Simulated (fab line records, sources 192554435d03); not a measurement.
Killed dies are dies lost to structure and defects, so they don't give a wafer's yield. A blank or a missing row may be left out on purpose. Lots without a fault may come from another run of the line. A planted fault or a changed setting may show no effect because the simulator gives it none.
Which tool did it? | flow n5_finfet | 12 lots, 36 wafers sampled, at 5 steps of a route of 1938

WHAT THE GAUGES READ, wafer by wafer
N5_BEOL_M5_OVL_MEAS_29.
lot  | measured     | on         | V4_OVL (nm)
L075 | day 8 01:56  | overlay-02 | 0.1 1.6 0.6
L077 | day 8 18:32  | overlay-02 | 0.2 0.5 0.6
L080 | day 9 08:42  | overlay-01 | -0.5 -0.7 -0.7
L081 | day 9 17:46  | overlay-02 | 0.9 1.2 -0.1
L083 | day 10 10:23 | overlay-01 | -0.4 0.0 -0.4
L086 | day 10 21:34 | overlay-02 | -0.6 1.2 -0.5
L087 | day 11 10:41 | overlay-02 | -1.3 -0.2 -0.3
L089 | day 11 22:58 | overlay-02 | -0.4 -0.1 -0.5
L091 | day 12 13:43 | overlay-01 | -0.3 0.4 0.1
L093 | day 12 23:16 | overlay-01 | 0.4 -0.8 0.5
L095 | day 13 05:19 | overlay-02 | -0.4 0.1 0.2
L097 | day 13 18:47 | overlay-01 | 0.0 -0.2 -0.4

WHICH TOOL RAN EACH LOT (tool, then ch and the chambers of the sampled wafers, then the start)
lot  | N5_BEOL_M4_ANNEAL_80         | N5_BEOL_M4_SPUTTER_81        | N5_BEOL_M4_ANNEAL_89         | N5_BEOL_M4_ANNEAL_93
L075 | pvd_sputter-03, day 7 19:16  | pvd_sputter-03, day 7 19:25  | pvd_sputter-03, day 7 19:56  | pvd_sputter-03, day 7 20:22
L077 | pvd_sputter-01, day 8 11:56  | pvd_sputter-01, day 8 12:04  | pvd_sputter-01, day 8 12:35  | pvd_sputter-01, day 8 13:02
L080 | pvd_sputter-01, day 9 01:38  | pvd_sputter-01, day 9 01:47  | pvd_sputter-01, day 9 02:18  | pvd_sputter-01, day 9 02:44
L081 | pvd_sputter-02, day 9 10:43  | pvd_sputter-02, day 9 10:51  | pvd_sputter-02, day 9 11:22  | pvd_sputter-02, day 9 11:49
L083 | pvd_sputter-01, day 10 04:03 | pvd_sputter-01, day 10 04:11 | pvd_sputter-01, day 10 04:43 | pvd_sputter-01, day 10 05:09
L086 | pvd_sputter-02, day 10 14:53 | pvd_sputter-02, day 10 15:01 | pvd_sputter-02, day 10 15:32 | pvd_sputter-02, day 10 15:59
L087 | pvd_sputter-02, day 11 04:01 | pvd_sputter-02, day 11 04:10 | pvd_sputter-02, day 11 04:41 | pvd_sputter-02, day 11 05:07
L089 | pvd_sputter-03, day 11 14:46 | pvd_sputter-03, day 11 14:55 | pvd_sputter-03, day 11 15:26 | pvd_sputter-03, day 11 15:52
L091 | pvd_sputter-02, day 12 07:05 | pvd_sputter-02, day 12 07:14 | pvd_sputter-02, day 12 07:45 | pvd_sputter-02, day 12 08:11
L093 | pvd_sputter-02, day 12 13:56 | pvd_sputter-02, day 12 14:04 | pvd_sputter-02, day 12 14:35 | pvd_sputter-02, day 12 15:02
L095 | pvd_sputter-01, day 12 22:14 | pvd_sputter-01, day 12 22:22 | pvd_sputter-01, day 12 22:53 | pvd_sputter-01, day 12 23:20
L097 | pvd_sputter-02, day 13 13:11 | pvd_sputter-02, day 13 13:20 | pvd_sputter-02, day 13 13:51 | pvd_sputter-02, day 13 14:17
- N5_BEOL_M4_ANNEAL_80: time 240 s.
- N5_BEOL_M4_SPUTTER_81: material Cu, target thk 4.5 nm, time 8.29 s.
- N5_BEOL_M4_ANNEAL_89: time 240 s.
- N5_BEOL_M4_ANNEAL_93: time 240 s.

THE ANSWER, worked out from the rows above alone
Rule: what is usual is taken from the lots themselves. Put in order of their means at a reading, lots are off if they are a third of the lots or fewer, leave a main group of 4 or more, and stand apart from it by a gap of 3 or more times the standard deviation of the main group's means; of several such gaps the widest counts. A main group whose means are all the same, to the digits that the tables above print for the reading, isn't used. A lot without any number at a reading at which 4 lots or more have one is off too. The other lots that the step has rows for count as sound.
No lot is off at any reading shown: from this, nothing can be told.

WHAT THE SIMULATOR HAD PUT IN
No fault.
